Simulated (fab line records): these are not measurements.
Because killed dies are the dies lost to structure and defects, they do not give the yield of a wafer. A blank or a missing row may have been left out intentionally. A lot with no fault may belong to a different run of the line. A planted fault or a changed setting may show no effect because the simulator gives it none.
Comparing a struck lot with a sound one ; flow n5_finfet ; 40 steps out of a route of 1938
Sound: the wafers L267.3, L267.4, L267.5. Struck: wafers L261.1, L261.5 (left out: L261.6, a lot-mate that was not struck); the cause follows at the end.
Order at every step that has rows: each side's tool, ch and its chambers, its first start. Under that, the readings that differ: sound wafers ; struck wafers ; difference of the means ; sigmas: that difference in standard deviations of wafers without a fault.
alike: readings whose means differ by less than 2 such deviations, and words and numbers that are the same on both sides. not compared: withheld readings, readings that some wafer has no value for, bounds like >300 that may hide the same value, and numbers for which the record gives no deviation and whose values overlap.
The two part at a step that has a row with sigmas, a row that says differs or no value, or rows on one side only. When numbers do not overlap yet have no deviation, they are printed without sigmas and do not part them. A reading missing from all wafers of one side parts the sides only when that side holds two or more wafers.

first, 11 steps without rows for these wafers: N5_HKMG_FIN_STRIP_60 (strips in N2/H2, time 360 s); N5_HKMG_FIN_WET_ETCH_77 (etches La2O3 in dHCl, stops on HfO2, target depth 2 nm); N5_HKMG_FIN_WET_ETCH_78 (etches Al2O3 in dNH4OH, stops on La2O3, target depth 4.5 nm, rinse time 30 s); N5_HKMG_FIN_ALD_79 (deposits TiN, target thk 1.5 nm, pulse time 1 s, purge time 3 s); N5_HKMG_FIN_CVD_62 (deposits a-Si from Si2H6, target thk 3 nm, time 20.8 s); N5_HKMG_FIN_RTA_80 (time 2 s); N5_HKMG_FIN_PRECLEAN_64 (cleans in dHF, time 30 s); N5_HKMG_FIN_WET_ETCH_65 (etches a-Si in TMAH, stops on TiN, time 49 s, target depth 3 nm); N5_HKMG_FIN_WET_ETCH_81 (etches TiN in SC1, stops on HfO2, time 57 s, target depth 6 nm); N5_HKMG_FIN_WET_ETCH_82 (etches La2O3 in dHCl, stops on HfO2, target depth 2 nm, rinse time 30 s); N5_HKMG_FIN_ALD_36 (deposits TiN, target thk 1 nm, pulse time 1 s, purge time 3 s).
N5_HKMG_FIN_PWFM_ALD_03: deposits TiN, target thk 2 nm, pulse time 1 s, purge time 3 s.
  sound on ald_metal-01 ch 2,3, day 8 08:45; struck on ald_metal-02 ch 2,3, day 7 04:21
reading;sound;struck;difference;sigmas
ald_cycles;91 91 91;68 68;-23;
model.TiN_of_HKMG_FIN_PWFM_ALD_03.thk_nm (nm);2 2 2;1.4 1.4;-0.6;
  alike: chamber_pressure_Torr, heater_power_w, precursor_pulse_height_rel
then, 26 steps without rows for these wafers: N5_HKMG_FIN_COAT_29 (time 60 s, resist thk 300 nm); N5_HKMG_FIN_COAT_30 (time 60 s, resist thk 35 nm); N5_HKMG_FIN_COAT_06 (resist thk 90 nm); N5_HKMG_FIN_EBR_08; N5_HKMG_FIN_SOFTBAKE_07 (time 60 s); N5_HKMG_FIN_EXPOSE_09 (exposes mask NWFM); N5_HKMG_FIN_PEB_10 (peb time 60 s); N5_HKMG_FIN_DEVELOP_11 (develop time 30 s); N5_HKMG_FIN_DESCUM_17 (chemistry O2, time 7.9 s); N5_HKMG_FIN_ETCH_31 (etches SiARC in CF4, target depth 45.5 nm, time 75.8 s); N5_HKMG_FIN_ETCH_32 (etches SOC in N2/H2, target depth 240 nm, time 300 s); N5_HKMG_FIN_STRIP_33 (strips in N2/H2); N5_HKMG_FIN_STRIP_34 (strips in CF4); N5_HKMG_FIN_ETCH_35 (etches SOC in N2/H2, target depth 215.8 nm, time 243.4 s); N5_HKMG_FIN_STRIP_92 (strips SOC in N2/H2, time 20 s); N5_HKMG_FIN_WET_ETCH_18 (etches TiN in SC1, time 55 s, target depth 5.2 nm, rinse time 30 s); N5_HKMG_FIN_STRIP_19 (strips in N2/H2, time 360 s); N5_HKMG_FIN_ALD_91 (deposits TiN, target thk 1 nm, pulse time 1 s, purge time 3 s); N5_HKMG_FIN_COAT_85 (time 60 s, resist thk 300 nm); N5_HKMG_FIN_ETCH_86 (etches SOC in N2/H2, stops on TiN, target depth 393.2 nm); N5_HKMG_FIN_STRIP_89 (strips SOC in N2/H2, time 20 s); N5_HKMG_FIN_WET_ETCH_87 (etches TiN in SC1, time 154.2 s, target depth 4.7 nm, rinse time 30 s); N5_HKMG_FIN_STRIP_88 (strips in N2/H2, time 360 s); N5_HKMG_FIN_NWFM_ALD_20 (deposits TiAlC, target thk 2 nm, pulse time 3 s, purge time 2 s); N5_HKMG_FIN_ALD_71 (deposits TiN, target thk 1 nm, pulse time 1 s, purge time 3 s); N5_HKMG_FIN_COAT_66 (time 60 s, resist thk 300 nm).
-- record jumps: 6 days separate the struck wafers' starts on either side; left off in module HKMG_FIN, taken up again in module BEOL_M4, whose first shown step is the route's number 1111 --
N5_BEOL_M4_RC_MEAS_101:
  sound on prober-01 ch 0, day 14 16:14; struck on prober-02 ch 0, day 12 22:34
reading;sound;struck;difference;sigmas
IOFF_P (nA/um);0.205 0.191 0.163;0.125 0.103;-0.072;-2
IOFF_P_85C (nA/um);3.6 3.4 3.0;2.2 1.9;-1.3;-3
IOFF_P_LIN (nA/um);0.097 0.093 0.084;0.055 0.049;-0.039;-4
IOFF_P_LONG (nA/um);9.8e-05 0.000103 0.000104;7.4e-05 7.7e-05;-2.6e-05;-3
ION_P (uA/um);460 451 454;428 434;-24;-3
VT_P (mV);-251 -254 -252;-267 -268;-15;-5
VT_P_LONG (mV);-276.2 -276.9 -274.0;-293.9 -293.4;-17.9;-7
VT_P_LVT (mV);-97.7 -99.6 -99.7;-117.9 -119.9;-19.9;-9
  alike: DIBL_N, DIBL_P, IOFF_N, ION_N, SS_N, SS_P, VT_N
-- a jump in the record: the struck wafers' starts before and after are 5 days apart (it breaks off in module BEOL_M4 and resumes in module PASSIVATION, where the first step shown is number 1936 of the route) --
N5_PASSIVATION_PROBE_49:
  rows exist in the record for the struck wafers here (prober-02, day 17 17:48), but not for the sound ones

## WHERE THEY PART
At N5_BEOL_M4_RC_MEAS_101 first; at N5_PASSIVATION_PROBE_49 last (within this record only).

WHY: what the simulator had put in
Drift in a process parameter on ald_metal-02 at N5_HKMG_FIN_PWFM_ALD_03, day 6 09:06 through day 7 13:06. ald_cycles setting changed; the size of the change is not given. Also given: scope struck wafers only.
